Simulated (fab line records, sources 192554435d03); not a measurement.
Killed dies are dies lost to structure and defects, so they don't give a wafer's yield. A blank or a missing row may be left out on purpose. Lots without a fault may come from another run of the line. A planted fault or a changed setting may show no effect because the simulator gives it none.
fab line records | flow n5_finfet
record lots=6 wafers=18 last_day=16
route steps=1938 shown FIN_SAQP@93 BEOL_M4@1111 PASSIVATION@1936
lots that met no fault: from a run of the same line without faults
start_h: hours from the record's first day to the start of the lot's first wafer shown | wait_h: hours since the lot's step before | " the same as in the row above | L1.1+2: a row that stands for several wafers | - no value, or no start given | * or withheld: withheld | < > ~ a bound
route shown NAME@n: a module of which the file shows steps, and the number in the route of the first | usual: mean/standard deviation of fault-free wafers | same: alike in all rows | chamber/n: place in a boat | sites: the reading at each site | _std_site: their standard deviation | _edge_site: outer sites' mean less inner sites' | radius_mm: how far each site lies from the wafer's centre | mask NAME#n: copy n | behind: the tool/chamber that last shaped the wafer | hold: why the lot was held/for how many hours/how that ended | device: the transistor (n, p or np) that didn't switch | end of line: the same wafers' tests at the end of the route | a step without rows: its recipe alone | killed: dies lost to structure and defects at the first sort, not the wafer's yield | map: a wafer's dies, x killed, . not, _ none there
set.NAME: the setting as run; set.NAME@STEP: as run at that earlier step | model.NAME: the simulator's own value behind a step, which no gauge read
lots at some steps of the route; a table a step, a row a wafer
services: from which hour (start_h, from the record's first day; less than 0 if before it) a tool's chamber was out of use, for how many hours, and why
## steps
# step N5_FIN_SAQP_SRD_01
# recipe dry=ipa_marangoni time_s=30 temp_c=23 rinse_liquid=diw
# step N5_FIN_SAQP_ALD_61
# recipe material=SiO2 target_thk_a=40 temp_c=300 ald_precursor_family=BDEAS ald_co_reactant=O2-plasma pulse_time_s=1 purge_time_s=2 co_reactant_purge_time_s=2 ald_cycles=43 pressure_torr=2
# step N5_FIN_SAQP_DENSIFY_62
# recipe temp_c=700 time_s=60 ambient=N2 idle_temp_c=600 ramp_up_c_per_s=150 ramp_down_c_per_s=60 cool_to_c=600
# step N5_FIN_SAQP_HM_DEP_03
# recipe material=SiNx target_thk_a=380 temp_c=400 precursor=SiH4/NH3/N2 pressure_torr=1.5 rf_w=300 time_s=33.6
# usual heater_power_w=793/97 showerhead_plenum_p_Torr=5.18/0.078 throttle_valve_pct=39.9/1.8
# columns lot.wafer tool chamber start_h wait_h heater_power_w showerhead_plenum_p_Torr throttle_valve_pct
L529.2 pecvd-04 1 39.26 0.2 883 5.25 38.8
L529.4 " 0 " " 676 5.08 41.2
L529.6 " 0 " " 677 5.09 41.2
L530.2 pecvd-03 2 45.02 0.2 756 5.12 39.9
L530.3 " 0 " " 920 5.30 39.4
L530.4 " 2 " " 749 5.13 40.1
L534.1 pecvd-04 2 71.13 0.2 798 5.11 36.5
L534.4 " 1 " " 755 5.24 38.5
L534.6 " 0 " " 651 5.08 41.4
L539.1 pecvd-03 0 101.12 0.2 881 5.29 39.8
L539.4 " 0 " " 868 5.29 40.1
L539.6 " 1 " " 774 5.30 42.7
L542.2 pecvd-04 1 117.23 0.2 898 5.26 38.4
L542.3 " 0 " " 737 5.07 41.7
L542.4 " 1 " " 903 5.25 38.7
L546.1 pecvd-04 0 140.97 0.2 715 5.07 41.8
L546.3 " 2 " " 876 5.12 36.5
L546.4 " 0 " " 703 5.08 41.5
# step N5_FIN_SAQP_THK_MEAS_05
# usual thk_nm=37.9/0.6
# columns lot.wafer tool chamber start_h wait_h thk_nm
L529.2 film_metro-02 - 39.38 0.1 38.3
L529.4 " - " " 38.3
L529.6 " - " " 38.5
L530.2 film_metro-02 - 45.13 0.1 37.6
L530.3 " - " " 37.3
L530.4 " - " " 37.6
L534.1 film_metro-02 - 71.21 0.1 37.7
L534.4 " - " " 38.6
L534.6 " - " " 38.2
L539.1 film_metro-01 - 101.21 0.1 37.5
L539.4 " - " " 38.2
L539.6 " - " " 37.9
L542.2 film_metro-01 - 117.32 0.1 38.1
L542.3 " - " " 37.7
L542.4 " - " " 38.6
L546.1 film_metro-01 - 141.06 0.1 38.2
L546.3 " - " " 37.3
L546.4 " - " " 39.0
# step N5_FIN_SAQP_PECVD_47
# recipe material=a-Si target_thk_a=450 temp_c=400 precursor=SiH4/He pressure_torr=3 rf_w=100 time_s=36.3
# usual heater_power_w=853/120 showerhead_plenum_p_Torr=5.69/0.053 throttle_valve_pct=18.2/0.88
# columns lot.wafer tool chamber start_h wait_h heater_power_w showerhead_plenum_p_Torr throttle_valve_pct
L529.2 pecvd-03 2 39.41 0.0 850 5.64 18.3
L529.4 " 1 " " 753 5.78 19.7
L529.6 " 0 " " 907 5.78 18.0
L530.2 pecvd-03 2 45.17 0.0 907 5.66 18.1
L530.3 " 0 " " 917 5.77 18.0
L530.4 " 2 " " 882 5.64 18.0
L534.1 pecvd-02 2 71.25 0.0 724 5.68 17.9
L534.4 " 1 " " 722 5.71 19.5
L534.6 " 1 " " 735 5.71 19.3
L539.1 pecvd-04 0 101.25 0.0 815 5.64 19.1
L539.4 " 2 " " 898 5.64 16.6
L539.6 " 1 " " 846 5.75 17.3
L542.2 pecvd-02 2 117.35 0.0 801 5.66 17.8
L542.3 " 0 " " 1086 5.72 17.9
L542.4 " 1 " " 708 5.68 19.4
L546.1 pecvd-02 1 141.10 0.0 653 5.68 19.7
L546.3 " 2 " " 801 5.66 17.6
L546.4 " 2 " " 797 5.66 17.3
# step N5_FIN_SAQP_PECVD_48
# recipe material=SiNx target_thk_a=250 temp_c=400 precursor=SiH4/NH3/N2 pressure_torr=1.5 rf_w=300 time_s=22.1
# usual heater_power_w=786/120 showerhead_plenum_p_Torr=5.17/0.07 throttle_valve_pct=39.9/1.9
# columns lot.wafer tool chamber start_h wait_h heater_power_w showerhead_plenum_p_Torr throttle_valve_pct
L529.2 pecvd-03 2 39.46 0.0 743 5.12 39.9
L529.4 " 1 " " 802 5.29 42.5
L529.6 " 0 " " 742 5.28 39.6
L530.2 pecvd-03 2 45.23 0.0 717 5.13 40.2
L530.3 " 0 " " 851 5.29 39.6
L530.4 " 2 " " 739 5.13 40.1
L534.1 pecvd-02 2 71.31 0.0 693 5.13 38.8
L534.4 " 1 " " 703 5.18 42.6
L534.6 " 1 " " 696 5.17 43.0
L539.1 pecvd-04 0 101.29 0.0 707 5.09 41.4
L539.4 " 2 " " 846 5.11 36.8
L539.6 " 1 " " 899 5.24 38.8
L542.2 pecvd-02 2 117.39 0.0 712 5.13 38.6
L542.3 " 0 " " 1049 5.19 39.4
L542.4 " 1 " " 634 5.18 42.6
L546.1 pecvd-02 1 141.14 0.0 592 5.17 42.7
L546.3 " 2 " " 641 5.13 38.5
L546.4 " 2 " " 664 5.12 38.5
# step N5_FIN_SAQP_PECVD_06
# recipe material=a-Si target_thk_a=600 temp_c=400 precursor=SiH4/He pressure_torr=3 rf_w=100 time_s=48.1
# usual heater_power_w=864/110 showerhead_plenum_p_Torr=5.69/0.053 throttle_valve_pct=18.2/0.86
# columns lot.wafer tool chamber start_h wait_h heater_power_w showerhead_plenum_p_Torr throttle_valve_pct
L529.2 pecvd-03 2 39.49 0.0 806 5.64 18.1
L529.4 " 1 " " 745 5.78 19.4
L529.6 " 0 " " 868 5.78 18.1
L530.2 pecvd-03 2 45.29 0.0 852 5.67 18.4
L530.3 " 0 " " 932 5.78 18.4
L530.4 " 2 " " 856 5.66 18.2
L534.1 pecvd-02 2 71.37 0.0 748 5.66 17.6
L534.4 " 1 " " 778 5.68 19.7
L534.6 " 1 " " 745 5.69 19.6
L539.1 pecvd-04 0 101.33 0.0 707 5.63 18.9
L539.4 " 2 " " 917 5.64 16.9
L539.6 " 1 " " 904 5.74 17.5
L542.2 pecvd-02 2 117.43 0.0 801 5.65 17.6
L542.3 " 0 " " 1125 5.70 17.9
L542.4 " 1 " " 636 5.69 19.5
L546.1 pecvd-02 1 141.18 0.0 649 5.71 19.2
L546.3 " 2 " " 778 5.67 17.6
L546.4 " 2 " " 777 5.65 17.9
# step N5_FIN_SAQP_THK_MEAS_07
# usual thk_nm=60.2/0.78
# columns lot.wafer tool chamber start_h wait_h thk_nm
L529.2 film_metro-02 - 39.58 0.1 59.9
L529.4 " - " " 62.2
L529.6 " - " " 60.9
L530.2 film_metro-01 - 45.41 0.1 59.5
L530.3 " - " " 60.4
L530.4 " - " " 60.8
L534.1 film_metro-02 - 71.49 0.1 59.0
L534.4 " - " " 61.2
L534.6 " - " " 61.6
L539.1 film_metro-02 - 101.42 0.1 58.9
L539.4 " - " " 59.3
L539.6 " - " " 59.4
L542.2 film_metro-01 - 117.52 0.1 59.2
L542.3 " - " " 59.5
L542.4 " - " " 61.2
L546.1 film_metro-01 - 141.27 0.1 59.9
L546.3 " - " " 59.8
L546.4 " - " " 60.6
# step N5_FIN_SAQP_HM_DEP_72
# recipe material=SiO2 target_thk_a=120 temp_c=400 precursor=SiH4/N2O pressure_torr=0.75 rf_w=275 time_s=7.2
# usual heater_power_w=794/96 showerhead_plenum_p_Torr=8.24/0.16
# columns lot.wafer tool chamber start_h wait_h heater_power_w showerhead_plenum_p_Torr
L529.2 pecvd-03 0 39.62 0.0 917 8.45
L529.4 " 2 " " 830 8.10
L529.6 " 0 " " 920 8.44
L530.2 pecvd-03 2 45.44 0.0 831 8.10
L530.3 " 0 " " 887 8.45
L530.4 " 2 " " 836 8.09
L534.1 pecvd-02 2 71.53 0.0 656 8.12
L534.4 " 1 " " 681 8.23
L534.6 " 2 " " 643 8.12
L539.1 pecvd-02 0 101.45 0.0 1097 8.28
L539.4 " 2 " " 752 8.13
L539.6 " 1 " " 643 8.21
L542.2 pecvd-04 0 117.56 0.0 642 8.03
L542.3 " 2 " " 763 8.11
L542.4 " 1 " " 861 8.37
L546.1 pecvd-03 2 141.30 0.0 809 8.12
L546.3 " 1 " " 726 8.44
L546.4 " 2 " " 822 8.09
# step N5_FIN_SAQP_COAT_49
# recipe resist=SOC temp_c=250 time_s=60 spin_rpm=1500 resist_thk_nm=100
# step N5_FIN_SAQP_COAT_50
# recipe resist=SiARC temp_c=220 time_s=60 spin_rpm=1500 resist_thk_nm=35
# step N5_FIN_SAQP_COAT_10
# recipe resist=CAR-ArF spin_rpm=1500 resist_thk_nm=90
# usual spin_speed_rpm=1499.8/1.1
# columns lot.wafer tool chamber start_h wait_h spin_speed_rpm model.CAR-ArF_of_FIN_SAQP_COAT_10.thk_nm
L529.2 litho_track-03 0 39.70 - 1501.3 90.09
L529.4 " 0 " " 1501.1 89.65
L529.6 " 0 " " 1500.1 89.89
L530.2 litho_track-03 0 45.55 - 1590.2 87.45
L530.3 " 0 " " 1588.3 87.45
L530.4 " 0 " " 1589.5 87.78
L534.1 litho_track-03 0 71.63 - 1587.7 87.64
L534.4 " 0 " " 1588.3 87.46
L534.6 " 0 " " 1587.0 87.78
L539.1 litho_track-02 0 101.54 - 1499.9 90.5
L539.4 " 0 " " 1500.0 90.26
L539.6 " 0 " " 1498.1 90.09
L542.2 litho_track-02 0 117.64 - 1500.0 90
L542.3 " 0 " " 1499.7 90.16
L542.4 " 0 " " 1497.9 90.06
L546.1 litho_track-05 0 141.39 - 1498.3 90.24
L546.3 " 0 " " 1500.8 90.43
L546.4 " 0 " " 1498.6 90.66
# step N5_FIN_SAQP_EBR_12
# recipe solvent=PGMEA ebr_width_mm=1.5
# step N5_FIN_SAQP_SOFTBAKE_11
# recipe temp_c=110 time_s=60 resist=CAR-ArF
# step N5_FIN_SAQP_EXPOSE_13
# recipe mask_id=FIN_CORE na=1.35 source_shape=dipole sigma_inner=0.538 sigma_outer=0.738 polarization=te target_cd_nm=35.6 dose_mj=63.25
# step N5_FIN_SAQP_PEB_14
# recipe peb_temp_c=withheld peb_time_s=60 resist=CAR-ArF
# step N5_FIN_SAQP_DEVELOP_15
# recipe develop_time_s=30 developer=TMAH resist=CAR-ArF dev_temp_c=23 rinse_liquid=diw dry=air_spin
# step N5_FIN_SAQP_CD_MEAS_16
# recipe target_cd_nm=35.6 landing_energy_ev=500 detector=se_inlens
# usual cd_nm=35.64/0.3
# columns lot.wafer tool chamber start_h wait_h cd_nm
L529.2 cd_sem-01 0 40.07 - 35.85
L529.4 " 0 " " 35.78
L529.6 " 0 " " 35.86
L530.2 cd_sem-03 0 45.79 - 35.58
L530.3 " 0 " " 35.13
L530.4 " 0 " " 35.87
L534.1 cd_sem-01 0 72.00 - 35.65
L534.4 " 0 " " 36.09
L534.6 " 0 " " 35.64
L539.1 cd_sem-02 0 101.78 - 35.37
L539.4 " 0 " " 35.62
L539.6 " 0 " " 35.29
L542.2 cd_sem-03 0 118.01 - 35.27
L542.3 " 0 " " 34.97
L542.4 " 0 " " 35.47
L546.1 cd_sem-02 0 141.63 - 35.17
L546.3 " 0 " " 35.59
L546.4 " 0 " " 35.19
# step N5_FIN_SAQP_OVL_MEAS_17
# recipe points_per_wafer=44
# usual FIN_CORE_OVL=0.2/0.87
# columns lot.wafer tool chamber start_h wait_h FIN_CORE_OVL[nm]
L529.2 overlay-01 0 40.11 0.0 0.6
L529.4 " 0 " " -0.1
L529.6 " 0 " " 1.5
L530.2 overlay-02 0 45.83 0.0 0.4
L530.3 " 0 " " 0.1
L530.4 " 0 " " -1.0
L534.1 overlay-02 0 72.04 0.0 -0.1
L534.4 " 0 " " 0.5
L534.6 " 0 " " 1.2
L539.1 overlay-02 0 101.82 0.0 0.6
L539.4 " 0 " " -0.8
L539.6 " 0 " " 0.5
L542.2 overlay-01 0 118.05 0.0 1.8
L542.3 " 0 " " 1.3
L542.4 " 0 " " 2.6
L546.1 overlay-01 0 141.67 0.0 0.1
L546.3 " 0 " " -1.0
L546.4 " 0 " " 0.3
# step N5_FIN_SAQP_INSPECT_18
# recipe mode=adi inspect_instrument=brightfield
# usual raw_defect_count=422/120
# columns lot.wafer tool chamber start_h wait_h raw_defect_count
L529.2 defect_inspect-02 - 40.13 0.0 374
L529.4 " - " " 295
L529.6 " - " " 481
L530.2 defect_inspect-01 - 45.85 0.0 343
L530.3 " - " " 241
L530.4 " - " " 311
L534.1 defect_inspect-01 - 72.06 0.0 173
L534.4 " - " " 257
L534.6 " - " " 243
L539.1 defect_inspect-02 - 101.84 0.0 635
L539.4 " - " " 487
L539.6 " - " " 515
L542.2 defect_inspect-02 - 118.07 0.0 349
L542.3 " - " " 468
L542.4 " - " " 345
L546.1 defect_inspect-02 - 141.69 0.0 501
L546.3 " - " " 430
L546.4 " - " " 713
# step N5_FIN_SAQP_DESCUM_21
# recipe chemistry=O2 time_s=7.9 source_power_w=50 bias_power_w=20 pressure_mtorr=20 rf_frequency_hz=2.712e+07 temp_c=40 resist=CAR-ArF o2_flow_sccm=225
# step N5_FIN_SAQP_ETCH_51
# recipe chemistry=CF4 target=SiARC target_depth_a=455 mask_material=CAR-ArF time_s=75.8 ion_energy_ev=80 pressure_mtorr=40 source_w=545 bias_w=36 Ar_flow_sccm=100 cf4_flow_sccm=100 ends=cleared
# usual cf4_flow_sccm=100.03/0.28 drypump_motor_current_A=5.7/0.57 etch_rf_on_time_s=75.9/1.2 oes_product_au=0.67/0.065 rf_vpp_V=184.5/1 showerhead_plenum_p_Torr=2.18/0.058 throttle_valve_pct=15.65/0.2
# columns lot.wafer tool chamber start_h wait_h cf4_flow_sccm drypump_motor_current_A etch_rf_on_time_s oes_product_au rf_hours_counter_h rf_vpp_V showerhead_plenum_p_Torr throttle_valve_pct model.CAR-ArF_of_FIN_SAQP_COAT_10.thk_nm
L529.2 rie_diel-06 3 40.20 0.0 99.73 5.8 75.3 0.66 117 183.3 2.15 15.79 50.99
L529.4 " 1 " " 100.00 5.2 77.5 0.67 - 183.2 2.16 15.47 50.52
L529.6 " 3 " " 99.40 5.8 75.0 0.66 - 184.2 2.15 15.77 50.74
L530.2 rie_diel-05 0 45.92 0.0 99.64 6.6 74.8 0.60 196 185.0 2.13 15.53 48.17
L530.3 " 3 " " 100.30 5.7 74.2 0.81 2 185.4 2.27 15.18 48.31
L530.4 " 2 " " 100.03 5.1 75.1 0.62 174 185.3 2.22 15.85 48.63
L534.1 rie_diel-06 2 72.13 0.0 100.28 6.6 77.3 0.61 192 185.5 2.21 15.79 48.53
L534.4 " 0 " " 99.88 4.9 74.4 0.78 11 184.5 2.11 15.51 48.48
L534.6 " 3 " " 99.92 5.8 74.5 0.65 - 185.1 2.15 15.80 48.71
L539.1 rie_diel-06 3 101.91 0.0 100.18 5.8 75.5 0.65 135 184.8 2.14 15.83 51.26
L539.4 " 0 " " 99.89 4.9 74.1 0.77 22 183.3 2.10 15.55 51.19
L539.6 " 3 " " 100.10 5.8 75.0 0.64 - 185.0 2.15 15.83 50.95
L542.2 rie_diel-05 1 118.14 0.0 100.10 5.8 76.7 0.70 75 185.4 2.25 15.71 50.75
L542.3 " 3 " " 100.01 5.7 76.8 0.75 28 186.4 2.26 15.23 50.92
L542.4 " 2 " " 100.34 5.1 77.4 0.60 196 185.6 2.21 15.89 50.9
L546.1 rie_diel-01 2 142.01 0.0 100.37 6.1 75.2 0.64 172 185.2 2.22 15.73 51.04
L546.3 " 0 " " 100.09 5.2 78.1 0.72 46 183.8 2.08 15.56 51.4
L546.4 " 2 " " 99.64 6.1 75.5 0.64 - 184.4 2.22 15.73 51.41
# step N5_FIN_SAQP_ETCH_52
# recipe chemistry=N2/H2 target=SOC target_depth_a=1000 overetch_a=200 mask_material=SiARC temp_c=40 time_s=150 ion_energy_ev=200 pressure_mtorr=30 source_w=840 bias_w=150 n2_flow_sccm=200 h2_flow_sccm=200 ends=end_point
# step N5_BEOL_M4_RC_MEAS_101
# usual DIBL_N=35.8/1.6 DIBL_P=36.0/2.1 IOFF_N=0.153/0.026 IOFF_P=0.21/0.037 ION_N=673/11 ION_P=462/7.6 SS_N=71.4/0.53 SS_P=73.2/0.67 VT_N=250/3.2 VT_P=-250/3.7
# columns lot.wafer tool chamber start_h wait_h DIBL_N[mV/V] DIBL_P[mV/V] IOFF_N[nA/um] IOFF_P[nA/um] ION_N[uA/um] ION_P[uA/um] SS_N[mV/dec] SS_P[mV/dec] VT_N[mV] VT_P[mV]
L529.2 prober-02 0 192.38 0.2 36.0 35.3 0.145 0.19 670 461 71.0 73.7 253 -251
L529.4 " 0 " " 35.1 34.7 0.123 0.18 667 449 70.8 72.5 254 -253
L529.6 " 0 " " 37.2 36.9 0.149 0.22 669 461 71.7 73.1 254 -249
L530.2 prober-01 0 198.29 0.2 37.3 36.1 0.193 0.26 678 470 71.4 73.4 243 -244
L530.3 " 0 " " 37.0 35.8 0.178 0.25 677 470 71.6 73.5 246 -246
L530.4 " 0 " " 36.1 35.0 0.171 0.24 693 480 71.1 73.5 246 -245
L534.1 prober-02 0 211.04 0.0 34.7 34.5 0.122 0.18 654 457 71.1 73.3 253 -253
L534.4 " 0 " " 35.0 33.3 0.119 0.17 661 455 71.1 73.0 257 -251
L534.6 " 0 " " 34.1 33.6 0.117 0.17 652 452 71.3 72.7 255 -253
L539.1 prober-01 0 251.66 0.0 35.4 35.5 0.170 0.22 681 464 72.2 72.7 248 -249
L539.4 " 0 " " 33.6 34.4 0.129 0.20 656 459 71.7 72.3 254 -250
L539.6 " 0 " " 33.7 34.3 0.134 0.19 660 461 71.2 72.1 251 -250
L542.2 prober-02 0 269.44 0.2 37.0 35.1 0.148 0.20 672 463 71.8 72.9 253 -249
L542.3 " 0 " " 37.1 35.6 0.150 0.21 667 461 71.5 73.4 250 -252
L542.4 " 0 " " 36.5 35.2 0.145 0.20 675 463 71.8 73.5 251 -249
L546.1 prober-02 0 285.26 0.0 34.6 36.0 0.152 0.20 669 464 71.7 71.9 251 -249
L546.3 " 0 " " 36.1 38.1 0.192 0.26 680 469 72.4 73.9 247 -248
L546.4 " 0 " " 34.1 35.4 0.149 0.21 665 457 71.0 72.8 250 -248
# step N5_PASSIVATION_PROBE_49
# usual defect_limited_yield=91.3/1.5 killed_at_M0_to_M3=33/12 killed_at_M4_up=13/5.2 killed_at_contacts=13/6.7 killed_at_front_end=40/11 killed_at_other=4.1/2.7 killed_dies=103/17 killed_open=69/13 killed_short=33/8.4 sort_bin_5_function=5.1/1 sort_bin_6_memory=3.2/0.62 sort_n_pass=1077/17 sort_yield_pct=91.3/1.5
# same gross_dies=1180 killed_at_back_side=0 sort_bin_4_leakage[%]=0 sort_bin_8_speed[%]=0
# columns lot.wafer tool chamber start_h wait_h defect_limited_yield[%] killed_at_M0_to_M3 killed_at_M4_up killed_at_contacts killed_at_front_end killed_at_other killed_dies killed_open killed_short sort_bin_5_function[%] sort_bin_6_memory[%] sort_n_pass sort_yield_pct[%]
L530.2 prober-01 - 299.46 0.1 91.1 51 15 5 27 7 105 80 23 5.4 3.4 1075 91.1
L530.3 prober-01 - 299.51 0.1 89.4 43 24 9 39 10 125 81 42 6.2 3.8 1055 89.4
L530.4 prober-01 - 299.56 0.2 92.9 22 27 4 25 6 84 56 27 4.1 2.7 1096 92.9
L534.1 prober-02 - 319.35 0.0 91.7 30 9 26 31 2 98 64 32 4.8 3.2 1082 91.7
L534.4 prober-02 - 319.50 0.2 87.5 47 11 17 71 1 147 91 54 8.1 4.2 1033 87.5
L534.6 prober-02 - 319.60 0.3 91.0 24 21 7 53 1 106 74 31 4.7 4.2 1074 91.0
L539.1 prober-01 - 358.84 0.9 92.8 22 14 6 31 12 85 56 25 5.3 1.8 1095 92.8
L539.4 prober-01 - 358.99 1.0 92.5 33 11 6 34 4 88 59 28 5.1 2.2 1092 92.5
L539.6 prober-01 - 359.09 1.1 91.6 34 11 12 36 6 99 71 23 6.2 2.1 1081 91.6
L542.2 prober-02 - 382.43 0.1 89.7 52 13 7 45 4 121 79 40 5.8 4.0 1059 89.7
L542.3 prober-02 - 382.48 0.1 88.7 58 9 9 54 3 133 87 44 6.4 4.4 1047 88.7
L542.4 prober-02 - 382.53 0.2 87.0 76 9 7 56 5 153 94 56 8.0 4.8 1027 87.0
L546.1 prober-01 - 394.70 0.3 93.7 19 6 11 34 4 74 56 16 3.3 2.9 1106 93.7
L546.3 prober-01 - 394.80 0.4 93.3 20 17 13 24 5 79 55 23 3.7 2.7 1101 93.3
L546.4 prober-01 - 394.85 0.4 90.6 36 7 27 37 4 111 79 28 5.7 3.3 1069 90.6
# killed by level:class
L530.2 BEOL_M0_SAQP:geometric_particle:open=12 STI_FIN_REVEAL:geometric_particle:open=10 BEOL_M0_SAQP:geometric_particle:short=10 BEOL_M1:geometric_particle:open=9 BEOL_M2:geometric_particle:open=8 FIN_SAQP:geometric_particle:open=6 BEOL_M4:geometric_particle:open=6 BEOL_M3:geometric_particle:open=5
L530.3 STI_FIN_REVEAL:geometric_particle:open=13 BEOL_M4:geometric_particle:open=8 BEOL_M0_SAQP:geometric_particle:open=8 BEOL_M0_SAQP:geometric_particle:short=8 MOL_CONTACT_COAG:geometric_particle:open=7 BEOL_M3:geometric_particle:open=7 STARTING-WAFER:geometric_particle:short=6 BEOL_M0:geometric_particle:open=5
L530.4 BEOL_M4:geometric_particle:open=15 BEOL_M3:geometric_particle:open=7 BEOL_M0_SAQP:geometric_particle:short=6 STARTING-WAFER:geometric_particle:short=6 GATE_CUT:geometric_particle:short=4 BEOL_M6:geometric_particle:open=4 STI_FIN_REVEAL:geometric_particle:open=3 BEOL_M4:geometric_particle:short=3
L534.1 MOL_CONTACT_COAG:geometric_particle:open=21 BEOL_M2:geometric_particle:open=14 FIN_SAQP:geometric_particle:open=7 FIN_SAQP:geometric_particle:short=6 MOL_CONTACT_COAG:geometric_particle:short=5 BEOL_M0_SAQP:geometric_particle:short=5 STI_FIN_REVEAL:geometric_particle:short=3 BEOL_M1:geometric_particle:open=3
L534.4 FIN_SAQP:geometric_particle:short=24 FIN_SAQP:geometric_particle:open=21 MOL_CONTACT_COAG:geometric_particle:open=13 STI_FIN_REVEAL:geometric_particle:open=12 BEOL_M0_SAQP:geometric_particle:open=10 BEOL_M0_SAQP:geometric_particle:short=10 BEOL_M3:geometric_particle:open=8 BEOL_M2:geometric_particle:open=7
L534.6 FIN_SAQP:geometric_particle:open=17 BEOL_M4:geometric_particle:open=14 FIN_SAQP:geometric_particle:short=10 BEOL_M2:geometric_particle:open=7 GATE_CUT:geometric_particle:open=6 STI_FIN_REVEAL:geometric_particle:open=6 MOL_CONTACT_COAG:geometric_particle:open=5 BEOL_M0_SAQP:geometric_particle:open=5
L539.1 STI_FIN_REVEAL:geometric_particle:open=9 MOL_CONTACT_COAG:geometric_particle:open=6 BEOL_M2:geometric_particle:open=5 BEOL_M0_SAQP:geometric_particle:short=4 BEOL_M0_SAQP:geometric_particle:open=4 BEOL_M4:geometric_particle:open=4 ILD0:geometric_particle:short=3 GATE_CUT:geometric_particle:short=3
L539.4 FIN_SAQP:geometric_particle:open=11 BEOL_M2:geometric_particle:open=10 BEOL_M0_SAQP:geometric_particle:short=6 STI_FIN_REVEAL:geometric_particle:open=5 DUMMY_GATE:geometric_particle:open=5 MOL_CONTACT_COAG:geometric_particle:open=5 BEOL_M4:geometric_particle:open=5 FIN_SAQP:geometric_particle:short=4
L539.6 STI_FIN_REVEAL:geometric_particle:open=11 MOL_CONTACT_COAG:geometric_particle:open=10 BEOL_M0_SAQP:geometric_particle:short=8 FIN_SAQP:geometric_particle:open=7 BEOL_M0_SAQP:geometric_particle:open=7 DUMMY_GATE:geometric_particle:open=6 BEOL_M1:geometric_particle:open=6 BEOL_M2:geometric_particle:open=5
L542.2 BEOL_M0_SAQP:geometric_particle:open=18 STI_FIN_REVEAL:geometric_particle:open=12 BEOL_M2:geometric_particle:open=8 BEOL_M0_SAQP:geometric_particle:short=6 BEOL_M3:geometric_particle:open=6 MOL_CONTACT_COAG:geometric_particle:short=5 STARTING-WAFER:geometric_particle:open=5 STI_FIN_REVEAL:geometric_particle:short=4
L542.3 BEOL_M0_SAQP:geometric_particle:open=16 BEOL_M0_SAQP:geometric_particle:short=14 FIN_SAQP:geometric_particle:short=12 FIN_SAQP:geometric_particle:open=11 BEOL_M3:geometric_particle:open=10 BEOL_M0:geometric_particle:open=7 STI_FIN_REVEAL:geometric_particle:open=7 MOL_CONTACT_COAG:geometric_particle:open=7
L542.4 BEOL_M0_SAQP:geometric_particle:short=27 BEOL_M0_SAQP:geometric_particle:open=18 STI_FIN_REVEAL:geometric_particle:open=15 FIN_SAQP:geometric_particle:short=10 BEOL_M3:geometric_particle:open=9 BEOL_M1:geometric_particle:open=8 DUMMY_GATE:geometric_particle:open=8 FIN_SAQP:geometric_particle:open=7
L546.1 MOL_CONTACT_COAG:geometric_particle:open=10 BEOL_M2:geometric_particle:open=8 STI_FIN_REVEAL:geometric_particle:open=6 DUMMY_GATE:geometric_particle:open=5 BEOL_M3:geometric_particle:open=5 BEOL_M4:geometric_particle:open=5 STARTING-WAFER:geometric_particle:open=5 GATE_CUT:geometric_particle:short=4
L546.3 MOL_CONTACT_COAG:geometric_particle:open=11 STI_FIN_REVEAL:geometric_particle:open=5 BEOL_M0_SAQP:geometric_particle:short=5 BEOL_M0_SAQP:geometric_particle:open=4 BEOL_M2:geometric_particle:open=4 BEOL_M5:geometric_particle:open=4 STARTING-WAFER:geometric_particle:short=4 GATE_CUT:geometric_particle:short=3
L546.4 MOL_CONTACT_COAG:geometric_particle:open=24 BEOL_M2:geometric_particle:open=8 BEOL_M1:geometric_particle:open=6 BEOL_M3:geometric_particle:open=6 FIN_SAQP:geometric_particle:open=5 BEOL_M0_SAQP:geometric_particle:open=5 STI_FIN_REVEAL:geometric_particle:open=4 SPACER0:geometric_particle:short=4
## services
# columns tool chamber start_h hours kind
rie_diel-05 3 19.59 - clean
rie_diel-05 3 19.59 - consumable_replace:focus_ring
pecvd-04 2 21.12 - clean
pecvd-04 2 21.12 - consumable_replace:showerhead
pecvd-04 2 21.12 29.0 scheduled_down
pecvd-04 2 21.12 29.0 vent_cycle
rie_diel-06 0 24.86 - clean
rie_diel-06 0 24.86 - consumable_replace:focus_ring
rie_diel-06 0 24.86 16.6 scheduled_down
rie_diel-06 0 24.86 16.6 vent_cycle
rie_diel-01 - 27.47 0.9 repair
rie_diel-06 1 35.52 4.5 repair
rie_diel-06 1 41.28 3.1 repair
pecvd-03 1 42.80 22.1 repair
pecvd-02 1 55.38 5.5 scheduled_down
pecvd-03 - 60.58 14.6 pm
pecvd-02 0 69.96 2.1 scheduled_down
litho_track-03 - 71.47 - consumable_replace:filter
rie_diel-06 3 73.64 6.6 repair
pecvd-04 2 76.52 2.1 scheduled_down
rie_diel-05 2 80.74 5.5 repair
rie_diel-05 0 110.92 6.6 repair
rie_diel-06 1 116.06 7.0 repair
pecvd-02 - 139.84 0.3 repair
## key
first_sign step=N5_FIN_SAQP_COAT_10 reading=spin_speed_rpm direction=up sigmas=79 usual=* struck=*
effect none on later readings
model_effect step=N5_FIN_SAQP_COAT_10 value=CAR-ArF_of_FIN_SAQP_COAT_10.thk_nm without=90.13 struck=87.59
model_effect step=N5_FIN_SAQP_ETCH_51 value=CAR-ArF_of_FIN_SAQP_COAT_10.thk_nm without=51.01 struck=48.47
met_at N5_FIN_SAQP_COAT_10
struck_wafers L530.2,L530.3,L530.4,L534.1,L534.4,L534.6
onset_between 39.70 45.55
fault kind=process_parameter_drift tool=litho_track-03 chamber=- onset_h=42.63 steps=N5_FIN_SAQP_COAT_10 channel=spin_rpm offset=* shape=step end_h=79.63 acts_in=* stated=*
